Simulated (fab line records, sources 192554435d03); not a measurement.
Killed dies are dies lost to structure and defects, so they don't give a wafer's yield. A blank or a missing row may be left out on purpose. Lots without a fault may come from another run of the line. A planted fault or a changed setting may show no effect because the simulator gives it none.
Chamber matching | flow n5_finfet | N5_BEOL_M2_ETCH_69 on rie_diel-04: 4 sister chambers
The step etches SiARC in CF4, target depth 15.6 nm, time 26 s. 4 wafers are shown with their chamber, then 8 later ones without.

WAFERS WITH THEIR CHAMBER
wafer  | chamber | showerhead_plenum_p_Torr (Torr)
L080.5 | 1       | 2.19
L083.3 | 0       | 2.08
L083.6 | 2       | 2.13
L084.1 | 3       | 2.07

WAFERS WITHOUT THEIR CHAMBER
wafer  | showerhead_plenum_p_Torr (Torr)
L084.2 | 2.08
L084.5 | 2.13
L092.2 | 2.06
L092.3 | 2.07
L092.5 | 2.06
L096.3 | 2.06
L096.5 | 2.07
L096.6 | 2.06

WHICH CHAMBER EACH WENT THROUGH
wafer  | from the rows above     | in truth
L084.2 | can't be placed: 0 or 3 | 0
L084.5 | 2                       | 2
L092.2 | can't be placed: 3 or 0 | 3
L092.3 | can't be placed: 3 or 0 | 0
L092.5 | can't be placed: 3 or 0 | 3
L096.3 | can't be placed: 3 or 0 | 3
L096.5 | can't be placed: 3 or 0 | 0
L096.6 | can't be placed: 3 or 0 | 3
Placed correctly: 1 of 8. Can't be placed from these rows: 7 (the true chamber is among the candidates in 7). Placed wrongly: 0.
How it was worked out, from the rows above alone: a wafer's distance from a chamber is the root of the sum, over the readings, of the square of ((its reading less the chamber's mean) divided by the reading's scatter). The wafer belongs to the nearest chamber; if the next one is less than 2 further off, it can't be placed. A chamber's mean is the mean of its shown wafers. The scatter: with one shown wafer a chamber, the root of the mean of the squares of how far each hidden wafer lies from its nearest shown one.
